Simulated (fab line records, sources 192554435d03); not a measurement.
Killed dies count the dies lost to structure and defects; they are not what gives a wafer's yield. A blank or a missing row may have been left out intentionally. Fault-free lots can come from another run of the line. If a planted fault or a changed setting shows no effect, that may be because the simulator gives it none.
One fault seen from 3 desks || flow n5-finfet || each desk has only its own numbers; what lay behind them comes last

## THE DEFECT DESK
For each lot, the counts of the inspections along the route, averaged over the sampled wafers that have a number. Marked OUT: a lot whose mean sits more than 4 standard deviations from the usual mean, which makes it out of limits; the brackets give that distance.
Columns: A = raw-defect-count at N5_START_INSPECT_01, usual 5.8; B = raw-defect-count at N5_WELL_APT_INSPECT_10, usual 1.8
{"lot": "L669", "first seen here": "day 2 00:02", "A": 3.7, "B": 1.0}
{"lot": "L671", "first seen here": "day 2 12:02", "A": 4.0, "B": 3.7}
{"lot": "L673", "first seen here": "day 3 00:02", "A": 6.7, "B": 4.3}
{"lot": "L677", "first seen here": "day 4 00:02", "A": 4.0, "B": 1.0}
{"lot": "L680", "first seen here": "day 4 18:02", "A": 8.7, "B": 2.0}
{"lot": "L681", "first seen here": "day 5 00:02", "A": 7.0, "B": 3.7}
{"lot": "L682", "first seen here": "day 5 06:02", "A": 3.7, "B": 2.3}
{"lot": "L684", "first seen here": "day 5 18:02", "A": 5.3, "B": 1.0}
{"lot": "L687", "first seen here": "day 6 12:02", "A": 6.3, "B": 3.7}
{"lot": "L690", "first seen here": "day 7 06:02", "A": 5.3, "B": 1.7}
Result from this desk: across the 10 lots, nothing is out of limits.

## FOR THE TOOL OWNER'S DESK: implanter-02
The tool's own readings at N5_WELL_APT_IMPLANT_15, given as means over the sampled wafers that have a number, one for each lot that went through this tool. Marked OUT: a lot whose mean sits more than 4 standard deviations from the usual mean, which makes it out of limits; the brackets give that distance.
Columns: A = dose-ions-cm2 at N5_WELL_APT_IMPLANT_15, usual 1.4998e+13; B = faraday-current-uA at N5_WELL_APT_IMPLANT_15, usual 190; C = tilt-deg at N5_WELL_APT_IMPLANT_15, usual -0.002 degrees
{"lot": "L671", "first seen here": "day 2 14:06", "A": 1.5001e+13, "B": 192, "C": -0.012}
{"lot": "L673", "first seen here": "day 3 02:28", "A": 1.4993e+13, "B": 193, "C": 0.003}
{"lot": "L677", "first seen here": "day 4 02:26", "A": 1.5007e+13, "B": 190, "C": -0.007}
{"lot": "L681", "first seen here": "day 5 02:11", "A": "1.6474e+13 (+99 or more) OUT", "B": "208 (+4.8) OUT", "C": -0.018}
{"lot": "L682", "first seen here": "day 5 08:03", "A": "1.6474e+13 (+99 or more) OUT", "B": "207 (+4.5) OUT", "C": -0.025}
{"lot": "L684", "first seen here": "day 5 20:34", "A": "1.6470e+13 (+99 or more) OUT", "B": "212 (+5.8) OUT", "C": -0.008}
This desk finds L681, L682, L684 out of limits, L681 being first, at day 5 02:11 (dose-ions-cm2 at N5_WELL_APT_IMPLANT_15). In limits: L671, L673, L677.

## AT THE METROLOGY DESK
Means of the sampled wafers that have a number, per lot and without regard to the tool the lot ran on: this is what the gauges read. Marked OUT: a lot whose mean sits more than 4 standard deviations from the usual mean, which makes it out of limits; the brackets give that distance. Shown here are 7 of its 10 readings, the ones lying furthest out on some lot.
Columns: A = DIBL_N at N5_BEOL_M4_RC_MEAS_101, usual 36.1 mV/V; B = DIBL_P at N5_BEOL_M4_RC_MEAS_101, usual 36.3 mV/V; C = IOFF_P at N5_BEOL_M4_RC_MEAS_101, usual 0.21 nA/um; D = ION_P at N5_BEOL_M4_RC_MEAS_101, usual 463 uA/um; E = SS_N at N5_BEOL_M4_RC_MEAS_101, usual 71.5 mV/dec; F = SS_P at N5_BEOL_M4_RC_MEAS_101, usual 73.2 mV/dec; G = VT_P at N5_BEOL_M4_RC_MEAS_101, usual -250 mV
{"lot": "L669", "first seen here": "day 8 08:31", "A": 35.0, "B": 36.5, "C": 0.23, "D": 482, "E": 71.4, "F": 73.1, "G": -247}
{"lot": "L671", "first seen here": "day 9 04:03", "A": 35.7, "B": 37.3, "C": 0.22, "D": 461, "E": 71.6, "F": 73.1, "G": -251}
{"lot": "L673", "first seen here": "day 9 14:43", "A": 38.4, "B": 39.0, "C": 0.21, "D": 457, "E": 72.7, "F": 73.7, "G": -254}
{"lot": "L677", "first seen here": "day 10 05:26", "A": 36.5, "B": 37.0, "C": 0.19, "D": 451, "E": 71.9, "F": 73.1, "G": -254}
{"lot": "L680", "first seen here": "day 11 12:25", "A": 36.1, "B": 36.7, "C": 0.24, "D": 469, "E": 71.2, "F": 74.1, "G": -248}
{"lot": "L681", "first seen here": "day 11 12:26", "A": 35.7, "B": 35.5, "C": 0.20, "D": 468, "E": 71.0, "F": 72.6, "G": -251}
{"lot": "L682", "first seen here": "day 11 23:55", "A": 36.4, "B": 36.2, "C": 0.24, "D": 471, "E": 71.4, "F": 72.8, "G": -246}
{"lot": "L684", "first seen here": "day 12 15:20", "A": 35.7, "B": 35.6, "C": 0.22, "D": 471, "E": 71.3, "F": 73.0, "G": -250}
{"lot": "L687", "first seen here": "day 12 23:37", "A": 34.8, "B": 35.9, "C": 0.20, "D": 464, "E": 71.6, "F": 73.4, "G": -252}
{"lot": "L690", "first seen here": "day 13 18:54", "A": 37.0, "B": 36.1, "C": 0.23, "D": 470, "E": 71.0, "F": 73.4, "G": -246}
Result from this desk: across the 10 lots, nothing is out of limits.

## PUT TOGETHER
The tool owner's desk had the chance to raise an alarm at day 5 02:11 on L681, L682, L684.
The defect desk saw nothing out of limits.
From the metrology desk's view, nothing was out of limits.
The defect desk has L681, L682, L684 on record, within its limits.
The metrology desk holds a record of L681, L682, L684, inside its limits.
All the named lots went through N5_WELL_APT_IMPLANT_15 on implanter-02.

## WHAT WAS PUT IN BY THE SIMULATOR
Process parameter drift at N5_WELL_APT_IMPLANT_15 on implanter-02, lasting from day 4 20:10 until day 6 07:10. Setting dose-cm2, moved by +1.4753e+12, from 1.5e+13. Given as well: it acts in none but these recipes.
Struck lots among those shown: L681, L682, L684.
How many hours passed from the start of the fault until each desk's first out-of-limits reading: the tool owner's desk, 6.
